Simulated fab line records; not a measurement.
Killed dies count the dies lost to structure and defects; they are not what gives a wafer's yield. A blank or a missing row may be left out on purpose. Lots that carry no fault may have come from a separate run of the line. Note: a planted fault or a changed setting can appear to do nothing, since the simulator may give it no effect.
Which of the tools did it? | flow n5 finfet | 72 wafers from 24 lots sampled at 6 of the route's 1938 steps

WHAT EACH GAUGE READ, for each wafer
N5_BEOL_M11_THK_MEAS_53: measures by xrf. Usual: for M11_THK the level is 139.0 nm and the standard deviation is 2.9.
lot  | measured     | on            | M11_THK (nm)      | flag
L074 | day 11 09:16 | film metro-02 | 138.6 137.7 140.1 |
L075 | day 11 11:19 | film metro-02 | 143.1 139.7 142.5 |
L076 | day 11 19:29 | film metro-02 | 135.6 140.2 134.9 |
L079 | day 12 01:29 | film metro-02 | 141.8 136.3 138.7 |
L077 | day 12 14:39 | film metro-01 | 135.0 137.2 140.2 |
L078 | day 12 21:50 | film metro-02 | 144.4 136.2 144.7 |
L081 | day 13 04:44 | film metro-02 | 138.8 136.8 138.3 |
L080 | day 13 09:47 | film metro-01 | 140.4 142.0 144.6 |
L082 | day 13 13:19 | film metro-02 | 141.5 140.4 141.2 |
L083 | day 13 14:18 | film metro-01 | 141.1 137.5 143.8 |
L084 | day 13 16:56 | film metro-02 | 138.2 136.6 135.4 |
L085 | day 13 19:07 | film metro-02 | 140.2 141.7 138.4 |
L086 | day 14 14:29 | film metro-01 | 134.6 138.3 134.8 |
L087 | day 14 21:04 | film metro-01 | 137.1 139.2 141.6 |
L090 | day 15 00:24 | film metro-02 | 138.3 142.4 138.4 |
L088 | day 15 04:26 | film metro-01 | 141.3 138.0 139.3 |
L089 | day 15 04:45 | film metro-01 | 138.5 137.1 137.1 |
L092 | day 15 11:53 | film metro-02 | 136.5 137.8 140.8 |
L091 | day 15 17:49 | film metro-01 | 138.9 138.3 137.1 |
L093 | day 16 00:16 | film metro-02 | 141.4 145.0 137.9 |
L095 | day 16 07:50 | film metro-02 | 144.8 140.9 134.3 |
L094 | day 16 08:08 | film metro-01 | 140.7 140.2 138.3 |
L096 | day 17 10:11 | film metro-02 | 142.8 134.2 138.7 |
L097 | day 18 21:23 | film metro-01 | 136.7 135.4 137.2 |

N5_BEOL_M12_OVL_MEAS_29. Usual: for M12_OVL the level is -6 nm and the standard deviation is 6.
lot  | measured     | on         | M12_OVL (nm) | flag
L074 | day 11 10:57 | overlay-01 | -3 2 -6      |
L075 | day 11 13:01 | overlay-02 | -1 -4 -6     |
L076 | day 11 21:13 | overlay-01 | -5 -13 -13   |
L079 | day 12 03:06 | overlay-02 | -1 -4 -12    |
L077 | day 12 16:13 | overlay-02 | -9 -6 -9     |
L078 | day 12 23:26 | overlay-02 | -5 -6 -9     |
L081 | day 13 06:35 | overlay-01 | -7 -6 -4     |
L080 | day 13 11:31 | overlay-02 | -12 -2 -7    |
L082 | day 13 15:04 | overlay-02 | -8 -11 -9    |
L083 | day 13 16:08 | overlay-02 | 4 2 9        |
L084 | day 13 18:43 | overlay-02 | -8 -2 -7     |
L085 | day 13 20:49 | overlay-01 | -9 3 -5      |
L086 | day 14 16:04 | overlay-02 | -12 -13 -3   |
L087 | day 14 22:38 | overlay-02 | -12 -9 -7    |
L090 | day 15 02:05 | overlay-02 | -13 -11 -11  |
L088 | day 15 06:08 | overlay-01 | -5 -2 4      |
L089 | day 15 06:34 | overlay-01 | 1 -7 -18     |
L092 | day 15 13:34 | overlay-02 | -18 -10 -8   |
L091 | day 15 19:29 | overlay-02 | 1 -6 -3      |
L093 | day 16 01:57 | overlay-01 | -8 -13 -6    |
L095 | day 16 09:39 | overlay-02 | 6 2 0        |
L094 | day 16 10:00 | overlay-02 | -5 0 -18     |
L096 | day 17 12:11 | overlay-01 | -10 -9 -13   |
L097 | day 18 22:59 | overlay-01 | -15 -15 -11  |

N5_BEOL_M12_OCD_MEAS_35. Usual: 317 nm for trench depth nm, sd 5.1.
lot  | measured     | on     | trench depth nm (nm) | flag
L074 | day 11 11:44 | ocd-01 | 315 314 315          |
L075 | day 11 13:35 | ocd-01 | 313 316 311          |
L076 | day 11 21:54 | ocd-01 | 318 313 315          |
L079 | day 12 03:41 | ocd-02 | 323 318 317          |
L077 | day 12 16:47 | ocd-01 | 319 318 319          |
L078 | day 13 00:01 | ocd-02 | 314 308 310          |
L081 | day 13 07:09 | ocd-02 | 307 315 318          |
L080 | day 13 12:06 | ocd-02 | 314 324 322          |
L082 | day 13 15:40 | ocd-01 | 327 325 326          |
L083 | day 13 16:53 | ocd-01 | 309 312 311          |
L084 | day 13 19:18 | ocd-01 | 321 319 323          |
L085 | day 13 21:23 | ocd-02 | 315 312 316          |
L086 | day 14 16:43 | ocd-02 | 323 325 322          |
L087 | day 14 23:13 | ocd-02 | 313 316 325          |
L090 | day 15 03:01 | ocd-01 | 324 317 326          |
L088 | day 15 06:42 | ocd-02 | 327 316 323          |
L089 | day 15 07:08 | ocd-01 | 313 314 319          |
L092 | day 15 14:09 | ocd-02 | 315 314 313          |
L091 | day 15 20:22 | ocd-01 | 322 318 314          |
L093 | day 16 02:31 | ocd-02 | 310 318 310          |
L095 | day 16 10:14 | ocd-02 | 321 313 313          |
L094 | day 16 10:43 | ocd-01 | 315 313 314          |
L096 | day 17 12:46 | ocd-02 | 322 316 326          |
L097 | day 18 23:37 | ocd-01 | 306 314 312          |

N5_BEOL_M12_THK_MEAS_50: measures by xrf. Usual: for M12_THK the level is 317 nm and the standard deviation is 5.8.
lot  | measured     | on            | M12_THK (nm) | flag
L074 | day 11 17:31 | film metro-02 | 318 316 317  |
L075 | day 11 18:30 | film metro-01 | 311 313 310  |
L076 | day 12 00:17 | film metro-02 | 318 314 314  |
L079 | day 12 07:36 | film metro-02 | 321 314 314  |
L077 | day 12 19:37 | film metro-02 | 320 318 321  |
L078 | day 13 05:59 | film metro-01 | 317 310 312  |
L081 | day 13 08:52 | film metro-02 | 306 316 320  |
L080 | day 13 14:06 | film metro-02 | 316 329 325  |
L082 | day 13 19:40 | film metro-01 | 326 324 325  |
L083 | day 13 20:17 | film metro-02 | 307 311 313  |
L084 | day 14 02:21 | film metro-02 | 322 317 323  |
L085 | day 14 02:53 | film metro-02 | 315 310 315  |
L086 | day 14 19:18 | film metro-01 | 323 326 322  |
L087 | day 15 00:50 | film metro-01 | 311 314 322  |
L090 | day 15 04:43 | film metro-02 | 327 321 330  |
L088 | day 15 09:58 | film metro-02 | 331 319 326  |
L089 | day 15 10:11 | film metro-01 | 311 311 315  |
L092 | day 15 18:19 | film metro-01 | 313 312 312  |
L091 | day 16 01:53 | film metro-02 | 322 318 314  |
L093 | day 16 04:42 | film metro-02 | 311 320 312  |
L095 | day 16 16:27 | film metro-02 | 322 313 313  |
L094 | day 16 17:16 | film metro-01 | 312 315 316  |
L096 | day 17 14:24 | film metro-01 | 321 312 325  |
L097 | day 19 06:35 | film metro-02 | 305 312 311  |

TOOL THAT RAN EACH LOT (tool first, then ch and the chambers of the sampled wafers, then the start)
lot  | N5_BEOL_M11_ETCH_41                           | N5_BEOL_M11_ALD_74
L074 | rie diel-06 ch 0,3, day 11 07:51 or earlier   | ald metal-03 ch 1,2, day 11 07:51
L075 | rie diel-05 ch 1,3, day 11 08:28 or earlier   | ald metal-01 ch 1,3, day 11 08:28
L076 | rie diel-03 ch 2,3, day 11 16:17 or earlier   | ald metal-03 ch 2,3, day 11 16:17
L079 | rie diel-06 ch 0,1,2, day 11 22:37 or earlier | ald metal-01 ch 1,2, day 11 22:37
L077 | rie diel-06 ch 1,2,3, day 12 12:31 or earlier | ald metal-01 ch 2,3, day 12 12:31
L078 | rie diel-06 ch 1,3, day 12 18:53 or earlier   | ald metal-02 ch 0,2,3, day 12 18:53
L081 | rie diel-06 ch 0,2,3, day 13 03:02 or earlier | ald metal-01 ch 1,2,3, day 13 03:02
L080 | rie diel-03 ch 0,1,2, day 13 07:41 or earlier | ald metal-03 ch 0,2,3, day 13 07:41
L082 | rie diel-03 ch 0,2, day 13 11:49 or earlier   | ald metal-03 ch 0,2,3, day 13 11:49
L083 | rie diel-03 ch 1,2, day 13 12:28 or earlier   | ald metal-03 ch 2,3, day 13 12:28
L084 | rie diel-06 ch 0,2,3, day 13 15:23 or earlier | ald metal-02 ch 0,1,3, day 13 15:23
L085 | rie diel-05 ch 0,1,2, day 13 17:41 or earlier | ald metal-01 ch 0,1, day 13 17:41
L086 | rie diel-06 ch 0,1,3, day 14 11:22 or earlier | ald metal-01 ch 2,3, day 14 11:22
L087 | rie diel-03 ch 0,1, day 14 19:19 or earlier   | ald metal-03 ch 0,1, day 14 19:19
L090 | rie diel-05 ch 0,1,3, day 14 22:53 or earlier | ald metal-01 ch 0,1,3, day 14 22:53
L088 | rie diel-05 ch 1,3, day 15 03:04 or earlier   | ald metal-03 ch 1,3, day 15 03:04
L089 | rie diel-06 ch 0,2, day 15 03:16 or earlier   | ald metal-02 ch 0,2,3, day 15 03:16
L092 | rie diel-05 ch 1,3, day 15 10:29 or earlier   | ald metal-02 ch 0,2, day 15 10:29
L091 | rie diel-05 ch 1,2,3, day 15 16:01 or earlier | ald metal-02 ch 0,1,3, day 15 16:01
L093 | rie diel-06 ch 0,1,3, day 15 22:32 or earlier | ald metal-01 ch 0,1,3, day 15 22:32
L095 | rie diel-03 ch 1,2,3, day 16 06:27 or earlier | ald metal-02 ch 0,1,2, day 16 06:27
L094 | rie diel-05 ch 0,1,2, day 16 06:32 or earlier | ald metal-03 ch 0,1, day 16 06:32
L096 | rie diel-06 ch 1,2,3, day 17 08:23 or earlier | ald metal-03 ch 0,3, day 17 08:23
L097 | rie diel-06 ch 0,2,3, day 18 18:58 or earlier | ald metal-03 ch 0,1,3, day 18 18:58
- N5_BEOL_M11_ETCH_41: etches SiCN in CH3F/O2, target depth 42.6 nm, time 86 s.
- N5_BEOL_M11_ALD_74: deposits TaN, target thk 2 nm, pulse time 2 s, purge time 3 s.

AS READ BY THE TOOLS THEMSELVES (means over the sampled wafers that have a number; for cases with no such wafer, the mark the record gives instead)
N5_BEOL_M11_ETCH_41. Usual: chamber pressure mTorr 29.997 mTorr, standard deviation 0.029; drypump motor current A 5.7 A, standard deviation 0.43; oes product au 0.76 a.u., standard deviation 0.052; rf vpp V 297.1 V, standard deviation 1.7; showerhead plenum p Torr 1.99 Torr, standard deviation 0.077; throttle valve pct 16.32 %, standard deviation 0.15.
lot  | tool        | chamber pressure mTorr (mTorr) | drypump motor current A (A) | oes product au (a.u.) | rf vpp V (V) | showerhead plenum p Torr (Torr) | throttle valve pct (%) | flag
L074 | rie diel-06 | 29.989                         | 5.8                         | 0.73                  | 299.5        | 2.07                            | 16.23                  |
L075 | rie diel-05 | 29.999                         | 6.4                         | 0.83                  | 296.7        | 1.97                            | 16.16                  |
L076 | rie diel-03 | 29.989                         | 5.4                         | 0.77                  | 298.2        | 2.04                            | 16.26                  |
L079 | rie diel-06 | 30.017                         | 5.8                         | 0.76                  | 296.2        | 1.97                            | 16.36                  |
L077 | rie diel-06 | 30.023                         | 5.7                         | 0.75                  | 296.7        | 1.97                            | 16.44                  |
L078 | rie diel-06 | 30.015                         | 5.6                         | 0.76                  | 295.3        | 1.91                            | 16.38                  |
L081 | rie diel-06 | 29.974                         | 5.9                         | 0.73                  | 298.2        | 2.05                            | 16.37                  |
L080 | rie diel-03 | 29.980                         | 5.7                         | 0.76                  | 296.7        | 1.94                            | 16.16                  |
L082 | rie diel-03 | 29.994                         | 5.9                         | 0.73                  | 296.3        | 1.93                            | 16.15                  |
L083 | rie diel-03 | 29.996                         | 5.7                         | 0.80                  | 296.1        | 1.94                            | 16.15                  |
L084 | rie diel-06 | 29.998                         | 5.9                         | 0.73                  | 298.8        | 2.05                            | 16.38                  |
L085 | rie diel-05 | 30.003                         | 5.6                         | 0.78                  | 297.1        | 1.98                            | 16.32                  |
L086 | rie diel-06 | 29.993                         | 5.7                         | 0.74                  | 297.8        | 1.99                            | 16.33                  |
L087 | rie diel-03 | 29.985                         | 5.5                         | 0.76                  | 295.9        | 1.96                            | 16.22                  |
L090 | rie diel-05 | 30.003                         | 6.1                         | 0.75                  | 296.5        | 1.96                            | 16.34                  |
L088 | rie diel-05 | 30.011                         | 6.4                         | 0.81                  | 296.8        | 1.96                            | 16.21                  |
L089 | rie diel-06 | 29.989                         | 6.0                         | 0.73                  | 297.8        | 2.04                            | 16.35                  |
L092 | rie diel-05 | 30.021                         | 6.2                         | 0.76                  | 297.3        | 1.97                            | 16.29                  |
L091 | rie diel-05 | 30.015                         | 5.8                         | 0.78                  | 296.6        | 1.99                            | 16.27                  |
L093 | rie diel-06 | 29.981                         | 5.7                         | 0.73                  | 297.2        | 1.98                            | 16.35                  |
L095 | rie diel-03 | 29.980                         | 5.6                         | 0.76                  | 296.9        | 1.98                            | 16.25                  |
L094 | rie diel-05 | 29.990                         | 5.6                         | 0.86                  | 297.0        | 1.98                            | 16.19                  |
L096 | rie diel-06 | 29.987                         | 5.7                         | 0.72                  | 296.0        | 1.96                            | 16.50                  |
L097 | rie diel-06 | 29.981                         | 5.9                         | 0.71                  | 297.6        | 2.04                            | 16.45                  |

N5_BEOL_M11_ALD_74. Usual: heater power outer w 234 W, standard deviation 25; heater power w 425 W, standard deviation 40; precursor vessel carrier sccm 1000 sccm, standard deviation 3.1; susceptor temp C 275.00 C, standard deviation 0.18.
lot  | tool         | heater power outer w (W) | heater power w (W) | precursor vessel carrier sccm (sccm) | susceptor temp C (C) | flag
L074 | ald metal-03 | 237                      | 435                | 997                                  | 275.10               |
L075 | ald metal-01 | 240                      | 430                | 1001                                 | 274.99               |
L076 | ald metal-03 | 230                      | 414                | 999                                  | 275.00               |
L079 | ald metal-01 | 243                      | 443                | 999                                  | 274.87               |
L077 | ald metal-01 | 251                      | 430                | 999                                  | 274.85               |
L078 | ald metal-02 | 238                      | 424                | 1000                                 | 275.05               |
L081 | ald metal-01 | 245                      | 433                | 998                                  | 274.89               |
L080 | ald metal-03 | 225                      | 416                | 999                                  | 274.93               |
L082 | ald metal-03 | 225                      | 411                | 1000                                 | 274.99               |
L083 | ald metal-03 | 238                      | 430                | 1002                                 | 275.14               |
L084 | ald metal-02 | 269                      | 478                | 999                                  | 274.85               |
L085 | ald metal-01 | 231                      | 432                | 997                                  | 274.97               |
L086 | ald metal-01 | 244                      | 429                | 998                                  | 275.14               |
L087 | ald metal-03 | 208                      | 384                | 1002                                 | 275.04               |
L090 | ald metal-01 | 230                      | 425                | 1002                                 | 275.08               |
L088 | ald metal-03 | 222                      | 396                | 999                                  | 275.11               |
L089 | ald metal-02 | 239                      | 427                | 1001                                 | 274.97               |
L092 | ald metal-02 | 232                      | 416                | 1001                                 | 274.94               |
L091 | ald metal-02 | 266                      | 478                | 999                                  | 275.03               |
L093 | ald metal-01 | 217                      | 399                | 999                                  | 274.93               |
L095 | ald metal-02 | 252                      | 472                | 999                                  | 274.84               |
L094 | ald metal-03 | 216                      | 390                | 997                                  | 274.88               |
L096 | ald metal-03 | 214                      | 384                | 1000                                 | 275.06               |
L097 | ald metal-03 | 213                      | 389                | 999                                  | 275.07               |

THE ANSWER, worked out from the rows above alone
Rule: take the mean of a lot's wafers that have a number; if it is more than 3 standard deviations from the usual mean, the lot is off. Also off: a lot with no number at a reading for which 4 or more lots have one. The other lots that the step has rows for count as sound. First the gauges in route order, then the tools' own readings, where a lot's mean is used as printed above. The first step at which some lot is off is used, and at that step the reading that is off furthest; a lot without a number counts as furthest.
Across all readings shown, no lot is off: no conclusion can be drawn from this.

WHAT THE SIMULATOR PUT IN
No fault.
